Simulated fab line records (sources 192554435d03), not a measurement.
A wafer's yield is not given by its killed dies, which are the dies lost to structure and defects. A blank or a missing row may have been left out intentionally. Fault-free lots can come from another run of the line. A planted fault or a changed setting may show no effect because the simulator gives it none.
A lot that was struck, set against a sound lot :: flow n5_finfet :: 21 out of 1938 route steps
Sound: wafers L306.2, L306.5, L306.6. Wafers L304.2, L304.3, L304.4 were the ones struck. The cause is given at the end.
Order at every step that has rows: each side's tool, ch and its chambers, its first start. Under that, the readings that differ: sound wafers :: struck wafers :: difference of the means :: sigmas: that difference in standard deviations of wafers without a fault.
alike: words and numbers the same on both sides, and readings whose means are apart by under 2 such deviations; not compared: readings that were withheld, readings missing a value for some wafer, numbers with overlapping values and no deviation given by the record, and bounds like >300 which may hide the same value.
Wherever a step has rows on one side only, a row that says differs or no value, or a row with sigmas, the two part there. Numbers that don't overlap but have no deviation are shown without sigmas and don't part them. A reading missing from all wafers of one side parts the sides only when that side holds two or more wafers.

first, 9 steps without rows for these wafers: N5_BEOL_M11_EXPOSE_08 (exposes mask M11); N5_BEOL_M11_PEB_09 (peb time 60 s); N5_BEOL_M11_DEVELOP_10 (develop time 30 s); N5_BEOL_M11_DESCUM_16 (chemistry O2, time 7.9 s); N5_BEOL_M11_ETCH_61 (etches SiARC in CF4, target depth 39 nm, time 65 s); N5_BEOL_M11_ETCH_62 (etches SOC in N2/H2, target depth 110 nm, overetch 22 nm, time 165 s); N5_BEOL_M11_STRIP_68 (strips in N2/H2); N5_BEOL_M11_STRIP_67 (strips in CF4); N5_BEOL_M11_HM_OPEN_17 (chemistry Cl2/BCl3, target TiN, target depth 20 nm, overetch 6 nm).
N5_BEOL_M11_STRIP_19: strips in O2.
  sound on rie_diel-04 ch 0,1,3, day 16 00:07; struck on rie_diel-06 ch 2,3, day 15 16:06
  alike: drypump_motor_current_A, oes_product_au, rf_vpp_V, showerhead_plenum_p_Torr, throttle_valve_pct
  not compared: rf_hours_counter_h
then, 8 steps without rows for these wafers: N5_BEOL_M11_COAT_63 (time 60 s, resist thk 100 nm); N5_BEOL_M11_COAT_64 (time 60 s, resist thk 30 nm); N5_BEOL_M11_COAT_22 (resist thk 90 nm); N5_BEOL_M11_EBR_24; N5_BEOL_M11_SOFTBAKE_23 (time 60 s); N5_BEOL_M11_EXPOSE_25 (exposes mask V10); N5_BEOL_M11_PEB_26 (peb time 60 s); N5_BEOL_M11_DEVELOP_27 (develop time 30 s).
N5_BEOL_M11_INSPECT_30: inspects for defects (brightfield).
  sound on defect_inspect-02, day 16 02:47; struck on defect_inspect-02, day 15 17:43
reading: raw_defect_count
sound: 343 413 351
struck: 1148 1246 1102
difference: +796
sigmas: +8
then, 1 step without rows for these wafers: N5_BEOL_M11_DESCUM_33 (chemistry O2, time 7.9 s).
N5_PASSIVATION_PROBE_49:
  sound on prober-02, day 17 23:25; struck on prober-01, day 17 08:40
reading: defect_limited_yield (%)
sound: 92.9 91.5 92.5
struck: 78.5 88.4 79.6
difference: -10.1
sigmas: -6

reading: killed_at_M4_up
sound: 11 18 8
struck: 133 52 150
difference: +99
sigmas: +17

reading: killed_dies
sound: 84 100 89
struck: 254 137 241
difference: +120
sigmas: +6

reading: killed_on_rim
sound: 11 15 15
struck: 35 31 29
difference: +18
sigmas: +5

reading: sort_bin_5_function (%)
sound: 3.8 5.3 4.1
struck: 13.3 7.1 13.1
difference: +6.8
sigmas: +6

reading: sort_n_pass
sound: 1096 1080 1091
struck: 926 1043 939
difference: -120
sigmas: -6

reading: sort_yield_pct (%)
sound: 92.9 91.5 92.5
struck: 78.5 88.4 79.6
difference: -10.1
sigmas: -6
  alike: killed_at_M0_to_M3, killed_at_contacts, killed_at_front_end, killed_at_other, killed_open, killed_short, sort_bin_6_memory

## WHERE THEY PART
First at N5_BEOL_M11_INSPECT_30; last, within this record, at N5_PASSIVATION_PROBE_49.

WHY: the cause the simulator had injected
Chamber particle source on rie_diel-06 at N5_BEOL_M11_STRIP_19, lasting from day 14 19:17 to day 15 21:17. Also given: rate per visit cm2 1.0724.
